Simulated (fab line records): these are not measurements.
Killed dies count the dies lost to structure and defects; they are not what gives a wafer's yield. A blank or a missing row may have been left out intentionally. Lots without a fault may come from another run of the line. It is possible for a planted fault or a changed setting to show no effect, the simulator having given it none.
Matching of chambers | flow n5 finfet | rie diel-03 running N5_BEOL_M12_ETCH_38: 4 sister chambers
The step etches SiCN in CF4/N2, target depth 68.7 nm, time 73.4 s. 8 wafers are shown with their chamber, then 8 later ones without.

== WAFERS WITH THEIR CHAMBER ==
wafer  | chamber | drypump motor current A (A) | showerhead plenum p Torr (Torr)
L085.1 | 2       | 6.0                         | 2.10
L085.3 | 0       | 6.3                         | 2.27
L085.5 | 2       | 6.0                         | 2.10
L090.5 | 0       | 6.2                         | 2.26
L092.2 | 1       | 5.2                         | 2.32
L092.4 | 1       | 5.2                         | 2.32
L092.5 | 3       | 5.6                         | 2.26
L093.1 | 3       | 5.6                         | 2.26

== WAFERS WITHOUT THEIR CHAMBER ==
wafer  | drypump motor current A (A) | showerhead plenum p Torr (Torr)
L093.5 | 5.1                         | 2.32
L093.6 | 6.0                         | 2.09
L095.1 | 5.6                         | 2.26
L095.3 | 6.0                         | 2.09
L095.5 | 5.6                         | 2.26
L096.2 | 5.6                         | 2.26
L096.4 | 6.3                         | 2.26
L096.6 | 5.2                         | 2.31

== WHICH CHAMBER EACH WENT THROUGH ==
wafer  | from the rows above | in truth
L093.5 | 1                   | 1
L093.6 | 2                   | 2
L095.1 | 3                   | 3
L095.3 | 2                   | 2
L095.5 | 3                   | 3
L096.2 | 3                   | 3
L096.4 | 0                   | 0
L096.6 | 1                   | 1
8 of 8 placed correctly. Left unplaced by these rows: 0. 0 placed wrongly.
How it was worked out, from the rows above alone: a wafer's distance from a chamber is the root of the sum, over the readings, of the square of ((its reading less the chamber's mean) divided by the reading's scatter). If the next closest chamber is less than 2 further off than the closest, the wafer can't be placed; otherwise it belongs to the closest. A chamber's mean is the mean of its shown wafers. The scatter is the square root of a quotient: the sum, over the shown wafers, of each reading's squared deviation from its chamber's mean, divided by wafers minus chambers.
